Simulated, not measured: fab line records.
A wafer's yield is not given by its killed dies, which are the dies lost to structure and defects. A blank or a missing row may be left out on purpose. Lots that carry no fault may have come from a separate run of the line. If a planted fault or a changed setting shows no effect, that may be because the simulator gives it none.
Which tool did it?    flow nandHarc    13 lots with 39 wafers sampled at 5 steps, on a route of 1302 steps

== WHAT THE GAUGES SHOWED, per wafer ==
NHARC_A_M1_OVL_MEAS_10: pitch 240 nm. Usual: overlayXNm -0.3 nm, standard deviation 0.75; overlayYNm -0.3 nm, standard deviation 0.87.
lot   measured      on          overlayXNm (nm)  overlayYNm (nm)  flag
L210  day 23 19:52  overlay-02  -0.3 0.0 -0.4    0.8 0.8 0.7      
L213  day 23 21:24  overlay-02  0.4 0.3 0.5      -0.3 -0.2 -0.2   
L212  day 23 21:44  overlay-01  0.5 0.5 0.4      -2.9 -3.0 -2.2   
L214  day 24 10:10  overlay-02  -0.5 -0.7 -0.8   -0.1 -0.9 -0.9   
L216  day 25 10:27  overlay-01  -1.0 -0.9 -1.2   1.1 0.9 1.5      
L218  day 26 13:21  overlay-01  -0.2 -0.7 -1.0   0.7 0.1 0.3      
L222  day 27 18:20  overlay-02  -0.8 -1.4 -1.1   -0.6 -0.1 -0.4   
L224  day 29 18:19  overlay-02  -0.8 -0.9 -0.6   -0.3 -0.3 -0.5   
L230  day 30 16:56  overlay-02  0.1 -0.1 -0.6    -0.3 -0.4 0.1    
L228  day 30 20:52  overlay-02  -0.9 -0.8 -0.6   -0.6 -0.6 -0.6   
L227  day 30 23:37  overlay-02  0.0 -0.1 0.4     0.4 -0.1 0.2     
L233  day 32 17:30  overlay-02  -0.6 -0.8 -0.5   -0.3 -0.4 -0.2   
L232  day 32 19:20  overlay-01  -1.4 -2.3 -1.7   -1.5 -1.0 -1.2   

NHARC_END_SORT_01. Usual: defectLimitedYield is 90.6 % with standard deviation 2.8, killedAtArray is 58 with standard deviation 20, killedAtOther is 0.8 with standard deviation 1, killedAtPeriphery is 4.6 with standard deviation 2.8, killedDies is 63 with standard deviation 19, killedOpen is 3.4 with standard deviation 2, and killedShort is 2.4 with standard deviation 1.8.
lot   measured      on         defectLimitedYield (%)  killedAtArray  killedAtOther  killedAtPeriphery  killedDies   killedOpen  killedShort  flag
L224  day 31 06:33  prober-02  94.5 93.8 95.0          33 36 26       1 2 2          3 4 6              37 42 34     2 5 4       2 3 2        
L230  day 32 07:11  prober-01  0 0 0                   674 672 671    1 0 0          2 5 6              677 677 677  1 3 2       4 2 1        OFF
L228  day 33 02:03  prober-01  0 0 0                   674 672 668    0 1 0          3 4 9              677 677 677  4 0 7       4 1 3        OFF
L227  day 32 19:04  prober-01  0 0 0                   671 675 674    0 0 0          6 2 3              677 677 677  3 4 4       4 1 2        OFF

== WHAT TOOL EACH LOT RAN ON (gives the tool, then ch and the chambers of the sampled wafers, and finally the start) ==
lot   NHARC_A_M0_DESCUM_14               NHARC_A_M0_CMP_23              NHARC_A_M1_DEP_00
L210  rieDiel-05 ch 1,2,3, day 23 15:56  cmp-01 ch 0,3, day 23 17:57    pecvd-02 ch 0,1,2, day 23 19:05
L213  rieDiel-05 ch 1,2,3, day 23 17:25  cmp-04 ch 1,2,3, day 23 19:29  pecvd-02 ch 0,2, day 23 20:29
L212  rieDiel-01 ch 0,1,2, day 23 17:46  cmp-01 ch 0,2, day 23 19:49    pecvd-04 ch 0,1,2, day 23 20:49
L214  rieDiel-05 ch 1,3, day 24 06:13    cmp-01 ch 0,1,3, day 24 08:16  pecvd-04 ch 0,1, day 24 09:17
L216  rieDiel-05 ch 0,2,3, day 25 06:34  cmp-02 ch 1,2, day 25 08:36    pecvd-04 ch 0,1,2, day 25 09:47
L218  rieDiel-05 ch 0,2,3, day 26 09:22  cmp-02 ch 0,1,2, day 26 11:26  pecvd-01 ch 0,1,2, day 26 12:29
L222  rieDiel-05 ch 0,1,2, day 27 13:55  cmp-01 ch 0,1,3, day 27 16:01  pecvd-02 ch 0,2, day 27 17:28
L224  rieDiel-01 ch 0,1,3, day 29 14:20  cmp-01 ch 0,1,2, day 29 16:21  pecvd-04 ch 0,1,2, day 29 17:23
L230  rieDiel-05 ch 2,3, day 30 12:50    cmp-02 ch 1,3, day 30 14:51    pecvd-04 ch 0,1, day 30 16:00
L228  rieDiel-03 ch 1,3, day 30 16:43    cmp-01 ch 0,2,3, day 30 18:47  pecvd-04 ch 0,1, day 30 19:59
L227  rieDiel-05 ch 0,1,3, day 30 19:46  cmp-04 ch 1,2,3, day 30 21:49  pecvd-02 ch 0,1, day 30 22:55
L233  rieDiel-05 ch 0,3, day 32 13:31    cmp-01 ch 0,2,3, day 32 15:33  pecvd-02 ch 0,1, day 32 16:40
L232  rieDiel-05 ch 0,2, day 32 15:30    cmp-02 ch 1,3, day 32 17:33    pecvd-04 ch 1,2, day 32 18:32
- NHARC_A_M0_DESCUM_14: chemistry O2, time 3 s.
- NHARC_A_M0_CMP_23: polishes, t overpolish 20 s, target thk 113.75 nm.
- NHARC_A_M1_DEP_00: deposits SiOC, target thk 182.5 nm.

== WHAT THE TOOLS THEMSELVES READ (means of the sampled wafers that have a number; where no wafer has one, the mark that the record gives instead) ==
NHARC_A_M0_DESCUM_14. Usual: drypumpMotorCurrentA 5.6 A, standard deviation 0.55; oesProductAu 1.002 a.u., standard deviation 0.011; rfVppV 57.6 V, standard deviation 0.88; showerheadPlenumPTorr 1.88 Torr, standard deviation 0.071; throttleValvePct 11.312 %, standard deviation 0.009.
lot   tool        drypumpMotorCurrentA (A)  oesProductAu (a.u.)  rfVppV (V)  showerheadPlenumPTorr (Torr)  throttleValvePct (%)  flag
L210  rieDiel-05  5.2                       0.995                57.4        1.90                          11.310                
L213  rieDiel-05  5.2                       0.992                57.8        1.90                          11.316                
L212  rieDiel-01  6.1                       0.998                57.0        1.82                          11.318                
L214  rieDiel-05  5.0                       0.992                57.5        1.84                          11.307                
L216  rieDiel-05  5.1                       0.996                58.0        1.90                          11.305                
L218  rieDiel-05  5.1                       0.994                56.1        1.90                          11.315                
L222  rieDiel-05  5.4                       1.002                57.9        1.91                          11.318                
L224  rieDiel-01  5.9                       0.997                57.6        1.83                          11.311                
L230  rieDiel-05  5.1                       1.017                58.2        1.95                          11.315                
L228  rieDiel-03  6.3                       1.003                58.1        1.93                          11.317                
L227  rieDiel-05  5.2                       1.012                57.8        1.85                          11.307                
L233  rieDiel-05  5.2                       1.005                57.9        1.84                          11.308                
L232  rieDiel-05  5.3                       1.014                57.8        1.95                          11.314                

NHARC_A_M0_CMP_23. Usual: motorCurrentA 12.0 A, standard deviation 1.1; retainingRingPressureFrac 1.001, standard deviation 0.0052; timeToEndpointS 29.9 s, standard deviation 2.7.
lot   tool    motorCurrentA (A)  retainingRingPressureFrac  timeToEndpointS (s)  flag
L210  cmp-01  12.5               1.001                      31.0                 
L213  cmp-04  11.8               1.000                      28.9                 
L212  cmp-01  13.0               1.003                      33.2                 
L214  cmp-01  11.4               1.005                      34.9                 
L216  cmp-02  11.7               0.999                      30.1                 
L218  cmp-02  11.6               0.995                      31.8                 
L222  cmp-01  11.5               1.000                      29.0                 
L224  cmp-01  12.1               1.004                      30.5                 
L230  cmp-02  12.5               1.002                      28.6                 
L228  cmp-01  12.5               1.004                      27.5                 
L227  cmp-04  12.1               0.996                      29.4                 
L233  cmp-01  12.4               1.001                      29.1                 
L232  cmp-02  12.2               1.001                      29.7                 

NHARC_A_M1_DEP_00. Usual: chamberPressureTorr 5.000 Torr, standard deviation 0.011; rfFwdPowerW 598.6 W, standard deviation 1.8.
lot   tool      chamberPressureTorr (Torr)  rfFwdPowerW (W)  flag
L210  pecvd-02  5.006                       598.5            
L213  pecvd-02  4.988                       599.8            
L212  pecvd-04  5.006                       599.2            
L214  pecvd-04  4.993                       597.9            
L216  pecvd-04  5.002                       598.4            
L218  pecvd-01  4.997                       598.8            
L222  pecvd-02  5.007                       598.3            
L224  pecvd-04  4.994                       597.0            
L230  pecvd-04  -                           -                OFF
L228  pecvd-04  -                           -                OFF
L227  pecvd-02  -                           -                OFF
L233  pecvd-02  5.010                       599.9            
L232  pecvd-04  5.005                       597.7            

== THE ANSWER, worked out from the rows above alone ==
Rule: lot off if the mean of its wafers having a number is beyond 3 standard deviations from the usual mean. A lot without any number at a reading at which 4 lots or more have one is off too. Where the step has rows for the other lots, those lots are counted as sound. Order of review: gauges by route order, followed by the tools' own readings, for which a lot's mean as printed above is used. The first step at which some lot is off is used, and at that step the reading that is off furthest; a lot without a number counts as furthest.
Off at NHARC_END_SORT_01 (defectLimitedYield): L230, L228, L227. Neither off nor sound, because the step has no rows for them: L210, L213, L212, L214, L216, L218, L222, L233, L232.
If a tool, at a process step before that reading, ran all the lots that are off and no sound lot after the first of them, it fits. The gauges at NHARC_END_SORT_01 aren't tried: what is off there is off at NHARC_A_M1_DEP_00 too, on other tools, and a gauge's error can't cause that. Not one of the candidates tried fits.

== WHAT WAS PUT IN BY THE SIMULATOR ==
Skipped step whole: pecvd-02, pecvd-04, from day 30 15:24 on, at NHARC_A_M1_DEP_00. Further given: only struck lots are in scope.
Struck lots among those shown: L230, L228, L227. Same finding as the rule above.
